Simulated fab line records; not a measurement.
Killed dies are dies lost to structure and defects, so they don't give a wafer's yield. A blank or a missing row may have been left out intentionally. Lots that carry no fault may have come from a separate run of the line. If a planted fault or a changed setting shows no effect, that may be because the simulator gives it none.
Matching of chambers :: flow nand-harc :: NHARC_P_CONTACT_ALD_22 on ald-metal-01 has 4 sister chambers
The step deposits TiN, target thk 3 nm, pulse time 1 s, ald cycles 150. 8 wafers are shown with their chamber, then 9 later ones without.

== WAFERS WITH THEIR CHAMBER ==
wafer: L087.3
chamber: 3
heater-power-w (W): 969
precursor-pulse-height-rel: 0.973

wafer: L087.5
chamber: 0
heater-power-w (W): 1057
precursor-pulse-height-rel: 0.989

wafer: L087.6
chamber: 3
heater-power-w (W): 996
precursor-pulse-height-rel: 0.981

wafer: L088.3
chamber: 2
heater-power-w (W): 875
precursor-pulse-height-rel: 1.023

wafer: L088.5
chamber: 1
heater-power-w (W): 1110
precursor-pulse-height-rel: 1.009

wafer: L090.3
chamber: 2
heater-power-w (W): 908
precursor-pulse-height-rel: 0.993

wafer: L090.4
chamber: 1
heater-power-w (W): 1108
precursor-pulse-height-rel: 1.030

wafer: L090.6
chamber: 0
heater-power-w (W): 1046
precursor-pulse-height-rel: 1.034

== WAFERS WHOSE CHAMBER IS MISSING ==
wafer: L092.1
heater-power-w (W): 1038
precursor-pulse-height-rel: 1.030

wafer: L092.3
heater-power-w (W): 1129
precursor-pulse-height-rel: 1.013

wafer: L092.5
heater-power-w (W): 990
precursor-pulse-height-rel: 1.003

wafer: L093.4
heater-power-w (W): 978
precursor-pulse-height-rel: 1.002

wafer: L093.5
heater-power-w (W): 1126
precursor-pulse-height-rel: 1.004

wafer: L093.6
heater-power-w (W): 886
precursor-pulse-height-rel: 0.948

wafer: L095.1
heater-power-w (W): 1034
precursor-pulse-height-rel: 0.996

wafer: L095.4
heater-power-w (W): 898
precursor-pulse-height-rel: 0.992

wafer: L095.6
heater-power-w (W): 893
precursor-pulse-height-rel: 0.964

== THE CHAMBER EACH PASSED THROUGH ==
wafer: L092.1
from the rows above: 0
in truth: 0

wafer: L092.3
from the rows above: 1
in truth: 1

wafer: L092.5
from the rows above: 3
in truth: 3

wafer: L093.4
from the rows above: 3
in truth: 3

wafer: L093.5
from the rows above: 1
in truth: 1

wafer: L093.6
from the rows above: 2
in truth: 2

wafer: L095.1
from the rows above: 0
in truth: 0

wafer: L095.4
from the rows above: 2
in truth: 2

wafer: L095.6
from the rows above: 2
in truth: 2
Correctly placed: 9 of 9. Number that these rows cannot place: 0. Wrongly placed: 0.
How it was worked out, from the rows above alone: a wafer's distance from a chamber is the root of the sum, over the readings, of the square of ((its reading less the chamber's mean) divided by the reading's scatter). The wafer belongs to the nearest chamber; if the next one is less than 2 further off, it can't be placed. The mean given for a chamber averages the wafers shown for that chamber. The scatter is the square root of a quotient: the sum, over the shown wafers, of each reading's squared deviation from its chamber's mean, divided by wafers minus chambers.
